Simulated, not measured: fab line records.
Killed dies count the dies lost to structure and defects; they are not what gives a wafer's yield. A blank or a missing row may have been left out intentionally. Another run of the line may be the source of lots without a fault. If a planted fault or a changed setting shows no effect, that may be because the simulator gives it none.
fab line records	flow nand-harc
record lots=13	wafers=39	last-day=34
route steps=1302 shown A_BLC@1130 A_M0@1151 END@1302
lots with no fault: from the same line, run without faults
start-h: start of the lot's first displayed wafer, in hours after the record's first day	wait-h: how many hours have passed since the lot's step before this one	" as in the row above	L1.1+2: a row that stands for several wafers	- no value, or no start given	* or withheld: withheld	< > ~ a bound
route shown NAME@n: a module of which the file shows steps, and the number in the route of the first	usual: average and standard deviation across the fault-free wafers	same: alike in all rows	chamber/n: place in a boat	sites: readings site by site	_std_site: how widely they spread, as a standard deviation	_edge_site: mean of outer sites minus mean of inner sites	radius-mm: for every site, how far away it sits from the centre of the wafer	mask NAME#n: copy n	behind: the tool/chamber that last shaped the wafer	hold: the reason the lot was held/the length of the hold in hours/how it ended	device: which transistor (n, p or np) failed to switch	end of line: tests run on the same wafers once the route is complete	a step given without rows: its recipe and nothing more	killed: dies that structure and defects cost at the first sort, which is not the same as the wafer's yield	map: a wafer's dies, marking killed ones x, the rest . and places with no die _
set.NAME: the run value of the setting; set.NAME@STEP: its run value at that earlier step	model.NAME: the simulator's own value behind a step, which no gauge read
route steps across a sampled set of lots; one table per step, one row per wafer
services: from which hour (start-h, from the record's first day; less than 0 if before it) a tool's chamber was out of use, for how many hours, and why
## steps
# step NHARC_A_BLC_PVD_32
# recipe target-thk-a=50	chamber-pressure-pa=5	power-w=5000	substrate-temp-c=200	time-s=17.7	material=Ti
# usual throttle-valve-pct=30.7/1.3
lot.wafer	tool	chamber	start-h	wait-h	throttle-valve-pct
L483.1	pvd-sputter-03	-	-	-	31.5
L483.5	"	-	"	"	29.9
L483.6	"	-	"	"	29.4
L488.3	pvd-sputter-01	-	-	-	30.1
L488.2	"	-	"	"	31.8
L488.6	"	-	"	"	30.0
L492.2	pvd-sputter-03	-	-	-	29.6
L492.1	"	-	"	"	28.6
L492.5	"	-	"	"	29.4
L493.3	pvd-sputter-03	-	-	-	29.9
L493.6	"	-	"	"	31.2
L493.5	"	-	"	"	30.0
L494.1	pvd-sputter-01	-	-	-	29.8
L494.6	"	-	"	"	30.1
L494.5	"	-	"	"	30.8
L496.2	pvd-sputter-02	-	-	-	31.6
L496.1	"	-	"	"	31.7
L496.5	"	-	"	"	31.9
L498.1	pvd-sputter-02	-	-	-	32.5
L498.3	"	-	"	"	31.6
L498.4	"	-	"	"	31.6
L497.3	pvd-sputter-02	-	-	-	32.6
L497.2	"	-	"	"	31.7
L497.5	"	-	"	"	31.9
L500.1	pvd-sputter-02	-	-	-	32.6
L500.4	"	-	"	"	31.7
L500.5	"	-	"	"	32.6
L499.1	pvd-sputter-02	-	-	-	31.8
L499.3	"	-	"	"	31.7
L499.4	"	-	"	"	29.3
L501.4	pvd-sputter-03	-	-	-	30.3
L501.1	"	-	"	"	29.8
L501.5	"	-	"	"	28.0
L502.2	pvd-sputter-03	-	-	-	29.7
L502.3	"	-	"	"	30.2
L502.6	"	-	"	"	30.1
L503.3	pvd-sputter-02	-	-	-	29.3
L503.6	"	-	"	"	32.4
L503.5	"	-	"	"	32.0
# step NHARC_A_BLC_INSPECT_28
# usual raw-defect-count=495/120
lot.wafer	tool	chamber	start-h	wait-h	raw-defect-count
L483.1	defect-inspect-02	-	551.02	0.1	898
L483.5	"	-	"	"	570
L483.6	"	-	"	"	731
L488.2	defect-inspect-02	-	597.25	0.1	608
L488.3	"	-	"	"	897
L488.6	"	-	"	"	794
L492.1	defect-inspect-02	-	648.47	0.1	356
L492.2	"	-	"	"	347
L492.5	"	-	"	"	368
L493.3	defect-inspect-01	-	654.39	0.1	480
L493.5	"	-	"	"	598
L493.6	"	-	"	"	613
L494.1	defect-inspect-02	-	663.71	0.1	492
L494.5	"	-	"	"	456
L494.6	"	-	"	"	397
L496.1	defect-inspect-02	-	685.48	0.1	314
L496.2	"	-	"	"	426
L496.5	"	-	"	"	388
L498.1	defect-inspect-02	-	708.06	0.1	408
L498.3	"	-	"	"	405
L498.4	"	-	"	"	434
L497.2	defect-inspect-02	-	709.96	0.1	405
L497.3	"	-	"	"	565
L497.5	"	-	"	"	670
L500.1	defect-inspect-02	-	714.45	0.1	546
L500.4	"	-	"	"	461
L500.5	"	-	"	"	507
L499.1	defect-inspect-01	-	716.37	0.1	527
L499.3	"	-	"	"	415
L499.4	"	-	"	"	387
L501.1	defect-inspect-01	-	731.66	0.1	473
L501.4	"	-	"	"	544
L501.5	"	-	"	"	607
L502.2	defect-inspect-02	-	746.96	0.1	599
L502.3	"	-	"	"	422
L502.6	"	-	"	"	523
L503.3	defect-inspect-01	-	770.59	0.1	453
L503.5	"	-	"	"	453
L503.6	"	-	"	"	446
# step NHARC_A_M0_ETCH_34
# recipe target-depth-a=400	overetch-a=120	time-s=43.94	ion-energy-ev=200	n2-flow-sccm=150	h2-flow-sccm=150	ar-flow-sccm=0	rf-w=400	bias-w=150	chemistry=N2/H2
# usual drypump-motor-current-A=6.0/0.54	oes-product-au=0.999/0.011	rf-vpp-V=430.8/2.2	showerhead-plenum-p-Torr=2.05/0.069	throttle-valve-pct=14.173/0.0091
lot.wafer	tool	chamber	start-h	wait-h	drypump-motor-current-A	oes-product-au	rf-hours-counter-h	rf-vpp-V	showerhead-plenum-p-Torr	throttle-valve-pct
L483.1	rie-diel-01	0	552.20	0.1	5.9	0.986	7.8	428.2	1.92	14.166
L483.6	"	0	"	"	5.9	0.987	-	426.9	1.92	14.168
L483.5	"	1	"	"	5.4	0.990	-	435.0	2.18	14.178
L488.2	rie-diel-13	3	598.43	0.1	6.1	0.993	2.8	431.5	2.07	14.164
L488.3	"	0	"	"	6.2	0.865	2.5	430.4	2.02	14.177
L488.6	"	3	"	"	6.1	1.003	-	432.2	2.07	14.172
L492.1	rie-diel-13	2	649.64	0.1	6.5	1.013	5.1	432.0	2.04	14.178
L492.2	"	1	"	"	4.8	0.987	4.2	433.1	2.12	14.165
L492.5	"	3	"	"	6.1	1.011	-	430.1	2.07	14.165
L493.3	rie-diel-13	0	655.58	0.1	6.3	1.007	4.9	429.2	2.02	14.176
L493.5	"	2	"	"	6.5	1.002	-	431.8	2.04	14.162
L493.6	"	3	"	"	6.1	1.010	-	431.7	2.07	14.175
L494.1	rie-diel-13	0	664.90	0.1	6.3	1.011	5.4	428.3	2.02	14.174
L494.6	"	0	"	"	6.3	1.001	-	429.5	2.02	14.170
L494.5	"	2	"	"	6.5	1.004	-	429.3	2.04	14.162
L496.2	rie-diel-13	3	686.52	0.1	6.1	1.009	6.8	431.0	2.07	14.182
L496.1	"	0	"	"	6.3	1.008	6.9	430.3	2.02	14.186
L496.5	"	3	"	"	6.1	1.005	-	431.8	2.07	14.189
L498.1	rie-diel-01	0	709.23	0.1	5.9	1.010	6.0	425.5	1.92	14.182
L498.3	"	1	"	"	5.4	1.000	6.4	435.2	2.18	14.182
L498.4	"	3	"	"	5.6	1.004	6.5	432.0	2.11	14.160
L497.2	rie-diel-13	3	711.01	0.1	6.1	1.007	0.2	433.4	2.07	14.177
L497.3	"	0	"	"	6.2	0.990	0.2	429.8	2.02	14.172
L497.5	"	3	"	"	6.1	1.009	-	430.9	2.07	14.182
L500.4	rie-diel-08	1	715.63	0.1	5.4	0.983	9.0	430.3	2.02	14.170
L500.1	"	3	"	"	6.6	1.009	7.1	428.7	1.98	14.174
L500.5	"	1	"	"	5.4	0.986	-	430.2	2.02	14.172
L499.4	rie-diel-13	0	717.55	0.1	6.2	1.000	0.6	429.8	2.02	14.177
L499.1	"	2	"	"	6.5	0.996	0.7	430.6	2.04	14.177
L499.3	"	3	"	"	6.1	1.010	0.8	431.7	2.07	14.174
L501.1	rie-diel-13	2	732.83	0.1	6.5	0.997	1.2	431.1	2.04	14.167
L501.4	"	0	"	"	6.3	0.992	1.1	430.5	2.02	14.153
L501.5	"	3	"	"	6.1	1.018	-	431.2	2.07	14.181
L502.2	rie-diel-08	3	748.06	0.1	6.6	0.998	1.0	429.3	1.98	14.168
L502.3	"	1	"	"	5.4	0.980	0.7	428.4	2.02	14.163
L502.6	"	3	"	"	6.6	0.995	-	428.5	1.98	14.183
L503.3	rie-diel-13	2	771.75	0.1	6.5	0.987	3.6	430.3	2.04	14.192
L503.5	"	2	"	"	6.4	0.987	-	432.5	2.04	14.180
L503.6	"	3	"	"	6.1	1.008	-	432.7	2.07	14.166
# step NHARC_A_M0_PVD_21
# recipe target-thk-a=300	chamber-pressure-pa=5	power-w=5000	substrate-temp-c=30	time-s=20.49	material=Cu
# usual throttle-valve-pct=30.8/1.3
lot.wafer	tool	chamber	start-h	wait-h	throttle-valve-pct
L483.1	pvd-sputter-02	-	-	-	33.0
L483.6	"	-	"	"	30.9
L483.5	"	-	"	"	28.4
L488.2	pvd-sputter-02	-	-	-	32.9
L488.3	"	-	"	"	30.9
L488.6	"	-	"	"	32.7
L492.2	pvd-sputter-02	-	-	-	32.3
L492.1	"	-	"	"	31.7
L492.5	"	-	"	"	32.7
L493.3	pvd-sputter-01	-	-	-	31.8
L493.6	"	-	"	"	31.6
L493.5	"	-	"	"	30.4
L494.1	pvd-sputter-02	-	-	-	32.4
L494.6	"	-	"	"	29.2
L494.5	"	-	"	"	32.6
L496.1	pvd-sputter-02	-	-	-	28.8
L496.2	"	-	"	"	31.6
L496.5	"	-	"	"	32.1
L498.3	pvd-sputter-01	-	-	-	30.3
L498.1	"	-	"	"	31.8
L498.4	"	-	"	"	30.1
L497.2	pvd-sputter-02	-	-	-	29.0
L497.3	"	-	"	"	31.8
L497.5	"	-	"	"	32.3
L500.1	pvd-sputter-03	-	-	-	30.6
L500.4	"	-	"	"	29.6
L500.5	"	-	"	"	29.9
L499.1	pvd-sputter-02	-	-	-	32.4
L499.3	"	-	"	"	31.8
L499.4	"	-	"	"	31.3
L501.4	pvd-sputter-02	-	-	-	31.8
L501.1	"	-	"	"	32.6
L501.5	"	-	"	"	31.7
L502.3	pvd-sputter-01	-	-	-	31.9
L502.2	"	-	"	"	30.1
L502.6	"	-	"	"	31.0
L503.3	pvd-sputter-02	-	-	-	31.4
L503.6	"	-	"	"	32.4
L503.5	"	-	"	"	31.8
# step NHARC_END_SORT_01
# recipe temp-c=25
# usual defect-limited-yield=90/3.1	killed-at-array=61/20	killed-at-other=0.9/1.1	killed-at-periphery=3.7/2.5	killed-dies=65/21	killed-open=3.3/1.8	killed-short=2.3/1.5
# same gross-dies=677
lot.wafer	tool	chamber	start-h	wait-h	defect-limited-yield[%]	killed-at-array	killed-at-other	killed-at-periphery	killed-dies	killed-open	killed-short
L483.1	prober-01	0	591.37	2.5	93	44	1	1	46	1	3
L483.5	prober-01	0	594.60	3.7	93	40	0	9	49	4	3
L483.6	prober-01	0	595.41	4.0	93	42	0	5	47	2	1
L488.2	prober-01	0	640.62	2.8	84	97	1	9	107	7	2
L488.3	prober-01	0	641.42	3.1	88	73	2	4	79	1	1
L488.6	prober-01	0	643.81	4.0	87	84	2	4	90	0	1
L492.1	prober-01	0	690.00	2.5	95	21	1	10	32	4	3
L492.2	prober-01	0	690.80	2.8	95	30	1	3	34	3	2
L492.5	prober-01	0	693.22	3.7	96	21	2	6	29	2	0
L493.3	prober-02	0	698.60	3.1	86	84	2	8	94	6	2
L493.5	prober-02	0	700.20	3.7	84	93	5	8	106	4	3
L493.6	prober-02	0	701.00	4.0	88	78	3	2	83	4	2
L494.1	prober-01	0	708.85	2.5	94	34	1	3	38	4	2
L494.5	prober-01	0	712.07	3.7	93	44	2	2	48	4	3
L494.6	prober-01	0	712.87	4.0	92	47	0	4	51	5	1
L496.1	prober-02	0	728.04	2.5	95	27	3	7	37	5	0
L496.2	prober-02	0	728.83	2.8	96	19	3	5	27	2	3
L496.5	prober-02	0	731.21	3.7	96	20	2	6	28	3	2
L498.1	prober-02	0	748.31	2.5	88	74	0	4	78	6	5
L498.3	prober-02	0	749.94	3.1	89	71	0	4	75	1	4
L498.4	prober-02	0	750.76	3.4	89	76	0	0	76	2	1
L497.2	prober-01	0	749.10	2.8	92	53	2	1	56	3	3
L497.3	prober-01	0	749.90	3.1	90	59	1	6	66	4	3
L497.5	prober-01	0	751.49	3.7	92	55	0	1	56	4	3
L500.1	prober-01	0	761.49	2.4	94	41	0	0	41	1	0
L500.4	prober-01	0	763.91	3.4	92	53	0	1	54	1	3
L500.5	prober-01	0	764.71	3.7	92	52	1	3	56	6	2
L499.1	prober-01	0	769.34	2.5	88	80	2	2	84	0	4
L499.3	prober-01	0	770.95	3.1	86	88	0	4	92	7	3
L499.4	prober-01	0	771.75	3.4	88	80	0	1	81	2	4
L501.1	prober-02	0	771.35	2.5	91	53	5	4	62	6	3
L501.4	prober-02	0	773.72	3.4	94	41	1	2	44	3	0
L501.5	prober-02	0	774.51	3.7	92	44	3	8	55	4	2
L502.2	prober-01	0	789.02	2.8	89	74	0	2	76	6	1
L502.3	prober-01	0	789.83	3.1	88	74	0	5	79	1	0
L502.6	prober-01	0	792.26	4.0	86	88	0	5	93	6	1
L503.3	prober-02	0	811.99	3.1	89	73	1	3	77	7	2
L503.5	prober-02	0	813.60	3.7	91	59	0	3	62	5	2
L503.6	prober-02	0	814.41	4.0	91	59	2	0	61	2	5
# killed by level:class
L483.1 A_SLIT:chamber-film-flake=19 A_CHANNEL_HOLE_D2:chamber-film-flake=8 A_CONTACT:chamber-film-flake=5 A_CHANNEL_HOLE_D1:chamber-film-flake=4 A_CHANNEL_FILL_D2:chamber-film-flake=2 A_SOURCE_PLATE:geometric-particle:short=1 A_CHANNEL_FILL_D1:geometric-particle:short=1 A_SGD_CUT:geometric-particle:open=1
L483.5 A_SLIT:chamber-film-flake=22 P_STI:chamber-film-flake=5 A_CHANNEL_HOLE_D2:chamber-film-flake=5 P_ZERO_WELL:chamber-film-flake=3 A_CONTACT:chamber-film-flake=3 A_DECK1_JOINT:geometric-particle:open=2 P_M2:geometric-particle:open=1 A_ONON_D1:geometric-particle:open=1
L483.6 A_SLIT:chamber-film-flake=24 A_CHANNEL_HOLE_D2:chamber-film-flake=5 P_STI:chamber-film-flake=4 A_STAIRCASE:chamber-film-flake=4 A_CHANNEL_HOLE_D1:chamber-film-flake=3 A_WL_FILL:geometric-particle:open=1 A_WL_FILL:geometric-particle:short=1 A_M0:geometric-particle:open=1
L488.2 A_CHANNEL_HOLE_D1:chamber-film-flake=35 A_SLIT:chamber-film-flake=30 A_CHANNEL_HOLE_D2:chamber-film-flake=16 A_STAIRCASE:chamber-film-flake=6 A_CONTACT:chamber-film-flake=3 A_DECK1_JOINT:geometric-particle:open=2 P_ZERO_WELL:chamber-film-flake=2 P_STI:chamber-film-flake=2
L488.3 A_CHANNEL_HOLE_D1:chamber-film-flake=32 A_SLIT:chamber-film-flake=20 A_CHANNEL_HOLE_D2:chamber-film-flake=9 A_CONTACT:chamber-film-flake=5 A_STAIRCASE:chamber-film-flake=4 P_ZERO_WELL:chamber-film-flake=3 THIN_TSV:chamber-film-flake=2 A_SOURCE_PLATE:geometric-particle:short=1
L488.6 A_CHANNEL_HOLE_D1:chamber-film-flake=36 A_SLIT:chamber-film-flake=25 A_CHANNEL_HOLE_D2:chamber-film-flake=15 A_CONTACT:chamber-film-flake=4 P_ZERO_WELL:chamber-film-flake=3 A_DECK1_JOINT:geometric-particle:short=1 P_M2:chamber-film-flake=1 A_DECK1_JOINT:chamber-film-flake=1
L492.1 P_M1:chamber-film-flake=5 A_CHANNEL_HOLE_D1:chamber-film-flake=4 A_CHANNEL_FILL_D1:chamber-film-flake=4 P_CONTACT:geometric-particle:short=2 P_GATE:chamber-film-flake=2 A_SLIT:chamber-film-flake=2 A_WL_FILL:chamber-film-flake=2 A_SOURCE_PLATE:geometric-particle:open=1
L492.2 A_CHANNEL_HOLE_D1:chamber-film-flake=7 A_SLIT:chamber-film-flake=6 A_STAIRCASE:chamber-film-flake=4 A_CONTACT:chamber-film-flake=3 P_GATE:chamber-film-flake=2 A_CHANNEL_FILL_D1:chamber-film-flake=2 A_WL_FILL:chamber-film-flake=2 A_ONON_D1:geometric-particle:short=1
L492.5 P_M1:chamber-film-flake=5 A_CHANNEL_HOLE_D1:chamber-film-flake=5 A_STAIRCASE:chamber-film-flake=4 A_SLIT:chamber-film-flake=4 A_WL_FILL:chamber-film-flake=3 A_CONTACT:chamber-film-flake=2 THIN_TSV:chamber-film-flake=2 A_ONON_D2:geometric-particle:open=1
L493.3 A_CHANNEL_HOLE_D1:chamber-film-flake=31 A_SLIT:chamber-film-flake=22 A_CHANNEL_HOLE_D2:chamber-film-flake=16 A_CONTACT:chamber-film-flake=8 P_CONTACT:chamber-film-flake=3 P_CONTACT:geometric-particle:open=2 THIN_TSV:chamber-film-flake=2 P_GATE:geometric-particle:short=1
L493.5 A_CHANNEL_HOLE_D1:chamber-film-flake=34 A_SLIT:chamber-film-flake=28 A_CHANNEL_HOLE_D2:chamber-film-flake=14 P_CONTACT:chamber-film-flake=7 A_CONTACT:chamber-film-flake=7 THIN_TSV:chamber-film-flake=5 A_ONON_D1:geometric-particle:short=1 A_CHANNEL_FILL_D1:geometric-particle:open=1
L493.6 A_CHANNEL_HOLE_D1:chamber-film-flake=31 A_SLIT:chamber-film-flake=23 A_CHANNEL_HOLE_D2:chamber-film-flake=14 A_CONTACT:chamber-film-flake=4 THIN_TSV:chamber-film-flake=3 A_ONON_D1:geometric-particle:open=2 P_M0:geometric-particle:short=1 A_CHANNEL_HOLE_D1:geometric-particle:open=1
L494.1 A_CHANNEL_HOLE_D2:chamber-film-flake=14 A_CHANNEL_HOLE_D1:chamber-film-flake=5 A_SLIT:chamber-film-flake=4 A_DECK1_JOINT:chamber-film-flake=3 A_CONTACT:chamber-film-flake=3 P_M0:geometric-particle:open=2 A_ONON_D2:geometric-particle:short=1 A_CHANNEL_HOLE_D2:geometric-particle:short=1
L494.5 A_CHANNEL_HOLE_D2:chamber-film-flake=19 A_CHANNEL_HOLE_D1:chamber-film-flake=7 A_CONTACT:chamber-film-flake=4 A_ZERO_WELL:chamber-film-flake=3 A_SLIT:chamber-film-flake=3 THIN_TSV:chamber-film-flake=2 P_M0:geometric-particle:open=1 P_M1:geometric-particle:open=1
L494.6 A_CHANNEL_HOLE_D2:chamber-film-flake=22 A_CHANNEL_HOLE_D1:chamber-film-flake=9 A_CONTACT:chamber-film-flake=6 A_DECK1_JOINT:chamber-film-flake=4 P_M0:geometric-particle:open=1 P_M0:geometric-particle:short=1 A_ONON_D1:geometric-particle:open=1 A_DECK1_JOINT:geometric-particle:open=1
L496.1 A_CHANNEL_HOLE_D1:chamber-film-flake=10 A_CONTACT:chamber-film-flake=7 P_STI:chamber-film-flake=3 A_M1:geometric-particle:open=2 P_ZERO_WELL:chamber-film-flake=2 A_CHANNEL_FILL_D2:chamber-film-flake=2 A_STAIRCASE:chamber-film-flake=2 A_SLIT:chamber-film-flake=2
L496.2 A_SLIT:chamber-film-flake=8 A_CHANNEL_HOLE_D1:chamber-film-flake=4 A_CONTACT:chamber-film-flake=3 P_BONDPAD:chamber-film-flake=2 P_CONTACT:geometric-particle:open=1 P_M0:geometric-particle:short=1 A_ONON_D1:geometric-particle:short=1 A_CHANNEL_HOLE_D2:geometric-particle:open=1
L496.5 A_CHANNEL_HOLE_D1:chamber-film-flake=8 A_M0:geometric-particle:open=2 P_ZERO_WELL:chamber-film-flake=2 P_STI:chamber-film-flake=2 A_WL_FILL:chamber-film-flake=2 A_CONTACT:chamber-film-flake=2 THIN_TSV:chamber-film-flake=2 P_CONTACT:geometric-particle:short=1
L498.1 A_CHANNEL_HOLE_D1:chamber-film-flake=30 A_CHANNEL_HOLE_D2:chamber-film-flake=16 A_CONTACT:chamber-film-flake=9 A_SLIT:chamber-film-flake=4 A_STAIRCASE:chamber-film-flake=4 P_CONTACT:geometric-particle:open=2 A_CHANNEL_FILL_D1:geometric-particle:short=2 A_CHANNEL_FILL_D2:geometric-particle:open=2
L497.2 A_SLIT:chamber-film-flake=25 A_CHANNEL_HOLE_D1:chamber-film-flake=12 A_STAIRCASE:chamber-film-flake=4 A_DECK1_JOINT:chamber-film-flake=2 A_M0:chamber-film-flake=2 THIN_TSV:chamber-film-flake=2 A_ONON_D1:geometric-particle:open=1 A_CHANNEL_HOLE_D1:geometric-particle:short=1
L497.3 A_SLIT:chamber-film-flake=30 A_CHANNEL_HOLE_D1:chamber-film-flake=16 P_STI:chamber-film-flake=3 A_STAIRCASE:chamber-film-flake=3 A_M0:chamber-film-flake=3 P_M1:geometric-particle:open=2 A_CONTACT:chamber-film-flake=2 P_M2:geometric-particle:short=1
L498.3 A_CHANNEL_HOLE_D1:chamber-film-flake=35 A_CHANNEL_HOLE_D2:chamber-film-flake=19 A_SLIT:chamber-film-flake=6 A_CHANNEL_FILL_D2:chamber-film-flake=3 A_CONTACT:chamber-film-flake=3 P_ZERO_WELL:chamber-film-flake=2 P_M1:geometric-particle:short=1 A_CHANNEL_FILL_D1:geometric-particle:short=1
L498.4 A_CHANNEL_HOLE_D1:chamber-film-flake=35 A_CHANNEL_HOLE_D2:chamber-film-flake=21 A_SLIT:chamber-film-flake=9 A_ONON_D1:geometric-particle:open=2 A_WL_FILL:chamber-film-flake=2 A_CONTACT:chamber-film-flake=2 A_ONON_D1:geometric-particle:short=1 A_BLC:chamber-film-flake=1
L497.5 A_SLIT:chamber-film-flake=29 A_CHANNEL_HOLE_D1:chamber-film-flake=13 A_STAIRCASE:chamber-film-flake=2 A_CONTACT:chamber-film-flake=2 A_ONON_D1:geometric-particle:open=1 A_CHANNEL_HOLE_D1:geometric-particle:open=1 A_ONON_D2:geometric-particle:short=1 A_CHANNEL_FILL_D2:geometric-particle:open=1
L500.1 A_SLIT:chamber-film-flake=25 A_CHANNEL_HOLE_D1:chamber-film-flake=6 A_M1:chamber-film-flake=3 A_WL_FILL:chamber-film-flake=2 A_STAIRCASE:chamber-film-flake=2 A_DECK1_JOINT:geometric-particle:open=1 A_CHANNEL_FILL_D1:chamber-film-flake=1 A_DECK1_JOINT:chamber-film-flake=1
L500.4 A_SLIT:chamber-film-flake=26 A_CHANNEL_HOLE_D1:chamber-film-flake=7 A_M1:chamber-film-flake=6 A_STAIRCASE:chamber-film-flake=3 A_CONTACT:chamber-film-flake=3 A_CHANNEL_FILL_D1:chamber-film-flake=2 P_M0:geometric-particle:short=1 A_CHANNEL_FILL_D1:geometric-particle:short=1
L500.5 A_SLIT:chamber-film-flake=24 A_CHANNEL_HOLE_D1:chamber-film-flake=15 A_M1:chamber-film-flake=4 A_CONTACT:chamber-film-flake=2 P_GATE:geometric-particle:open=1 P_M0:geometric-particle:open=1 P_M1:geometric-particle:open=1 A_CHANNEL_HOLE_D1:geometric-particle:open=1
L499.1 A_SLIT:chamber-film-flake=31 A_CHANNEL_HOLE_D1:chamber-film-flake=28 A_CONTACT:chamber-film-flake=9 P_ZERO_WELL:chamber-film-flake=2 A_STAIRCASE:chamber-film-flake=2 THIN_TSV:chamber-film-flake=2 A_CHANNEL_FILL_D1:chamber-film-flake=2 A_DECK1_JOINT:chamber-film-flake=2
L499.3 A_SLIT:chamber-film-flake=33 A_CHANNEL_HOLE_D1:chamber-film-flake=31 A_CONTACT:chamber-film-flake=7 P_CONTACT:geometric-particle:open=2 A_CHANNEL_HOLE_D2:geometric-particle:open=2 P_ZERO_WELL:chamber-film-flake=2 A_CHANNEL_FILL_D1:chamber-film-flake=2 A_STAIRCASE:chamber-film-flake=2
L501.1 A_SLIT:chamber-film-flake=23 A_CHANNEL_HOLE_D1:chamber-film-flake=15 A_CONTACT:chamber-film-flake=5 THIN_TSV:chamber-film-flake=5 A_STAIRCASE:chamber-film-flake=3 A_DECK1_JOINT:chamber-film-flake=2 P_ZERO_WELL:geometric-particle:open=1 P_GATE:geometric-particle:short=1
L499.4 A_CHANNEL_HOLE_D1:chamber-film-flake=35 A_SLIT:chamber-film-flake=26 A_CONTACT:chamber-film-flake=9 A_CHANNEL_FILL_D1:chamber-film-flake=2 A_STAIRCASE:chamber-film-flake=2 P_M0:geometric-particle:short=1 A_ONON_D1:geometric-particle:short=1 A_CHANNEL_FILL_D1:geometric-particle:open=1
L501.4 A_SLIT:chamber-film-flake=28 A_CHANNEL_HOLE_D1:chamber-film-flake=6 A_CONTACT:chamber-film-flake=3 A_STAIRCASE:chamber-film-flake=2 P_CONTACT:geometric-particle:open=1 A_CHANNEL_FILL_D1:geometric-particle:open=1 A_BLC:geometric-particle:open=1 P_ZERO_WELL:chamber-film-flake=1
L501.5 A_SLIT:chamber-film-flake=23 A_CHANNEL_HOLE_D1:chamber-film-flake=6 A_STAIRCASE:chamber-film-flake=6 P_ZERO_WELL:chamber-film-flake=5 A_CONTACT:chamber-film-flake=3 THIN_TSV:chamber-film-flake=3 P_M0:geometric-particle:open=1 A_ONON_D2:geometric-particle:open=1
L502.2 A_CHANNEL_HOLE_D2:chamber-film-flake=21 A_SLIT:chamber-film-flake=21 A_CHANNEL_HOLE_D1:chamber-film-flake=15 A_CONTACT:chamber-film-flake=8 A_ONON_D2:geometric-particle:open=3 P_M0:geometric-particle:open=1 A_SOURCE_PLATE:geometric-particle:open=1 A_DECK1_JOINT:geometric-particle:short=1
L502.3 A_CHANNEL_HOLE_D2:chamber-film-flake=22 A_CHANNEL_HOLE_D1:chamber-film-flake=17 A_CONTACT:chamber-film-flake=14 A_SLIT:chamber-film-flake=13 A_STAIRCASE:chamber-film-flake=6 P_ZERO_WELL:chamber-film-flake=3 P_GATE:chamber-film-flake=2 A_M1:geometric-particle:open=1
L502.6 A_CHANNEL_HOLE_D2:chamber-film-flake=28 A_SLIT:chamber-film-flake=21 A_CHANNEL_HOLE_D1:chamber-film-flake=13 A_CONTACT:chamber-film-flake=8 A_STAIRCASE:chamber-film-flake=5 P_ZERO_WELL:chamber-film-flake=4 A_ONON_D2:geometric-particle:open=2 A_SGD_CUT:geometric-particle:open=2
L503.3 A_SLIT:chamber-film-flake=28 A_CHANNEL_HOLE_D2:chamber-film-flake=24 A_CHANNEL_HOLE_D1:chamber-film-flake=7 A_STAIRCASE:chamber-film-flake=3 A_SGD_CUT:chamber-film-flake=2 A_CONTACT:chamber-film-flake=2 P_CONTACT:geometric-particle:open=1 P_M0:geometric-particle:open=1
L503.5 A_SLIT:chamber-film-flake=16 A_CHANNEL_HOLE_D2:chamber-film-flake=15 A_CHANNEL_HOLE_D1:chamber-film-flake=11 A_CONTACT:chamber-film-flake=5 A_STAIRCASE:chamber-film-flake=3 A_CONTACT:geometric-particle:open=2 P_ZERO_WELL:chamber-film-flake=2 P_CONTACT:geometric-particle:open=1
L503.6 A_CHANNEL_HOLE_D2:chamber-film-flake=22 A_SLIT:chamber-film-flake=12 A_CHANNEL_HOLE_D1:chamber-film-flake=7 A_CONTACT:chamber-film-flake=6 A_ONON_D2:geometric-particle:short=2 A_ONON_D1:geometric-particle:short=1 A_CHANNEL_HOLE_D1:geometric-particle:short=1 A_CHANNEL_FILL_D1:geometric-particle:short=1
## services
tool	chamber	start-h	hours	kind
pvd-sputter-03	-	526.44	10.0	pm
rie-diel-13	0	528.00	-	clean
rie-diel-13	1	528.00	-	clean
rie-diel-13	2	528.00	-	clean
rie-diel-13	3	528.00	-	clean
rie-diel-08	-	544.94	9.0	pm
rie-diel-13	0	552.50	-	clean
rie-diel-01	-	557.80	9.0	pm
rie-diel-13	0	580.81	4.5	repair
pvd-sputter-01	-	582.07	10.0	pm
rie-diel-08	2	591.11	4.6	repair
pvd-sputter-03	-	603.94	1.4	repair
rie-diel-13	-	605.22	0.2	repair
rie-diel-13	1	619.92	8.9	repair
pvd-sputter-02	-	638.04	10.0	pm
rie-diel-13	1	662.65	11.8	repair
rie-diel-13	3	672.05	7.4	repair
rie-diel-08	3	672.20	3.0	repair
rie-diel-13	-	696.00	9.0	pm
pvd-sputter-03	-	704.44	10.0	pm
rie-diel-08	-	721.98	9.0	pm
rie-diel-01	-	734.80	9.0	pm
pvd-sputter-01	-	760.07	10.0	pm
pvd-sputter-03	-	762.56	12.1	repair
## key
first-sign step=NHARC_A_M0_ETCH_34	reading=oes-product-au	direction=down	sigmas=12	usual=0.999	struck=0.865
effect none on later readings
met-at NHARC_A_M0_ETCH_34
struck-lots L488
struck-wafers L488.3
not-acting-at NHARC_A_BLC_PVD_32,NHARC_A_BLC_INSPECT_28,NHARC_A_M0_PVD_21
fault kind=process-parameter-drift	tool=rie-diel-13	chamber=0	onset-h=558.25	steps=NHARC_A_M0_ETCH_34	channel=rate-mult	offset=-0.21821	shape=step	end-h=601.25
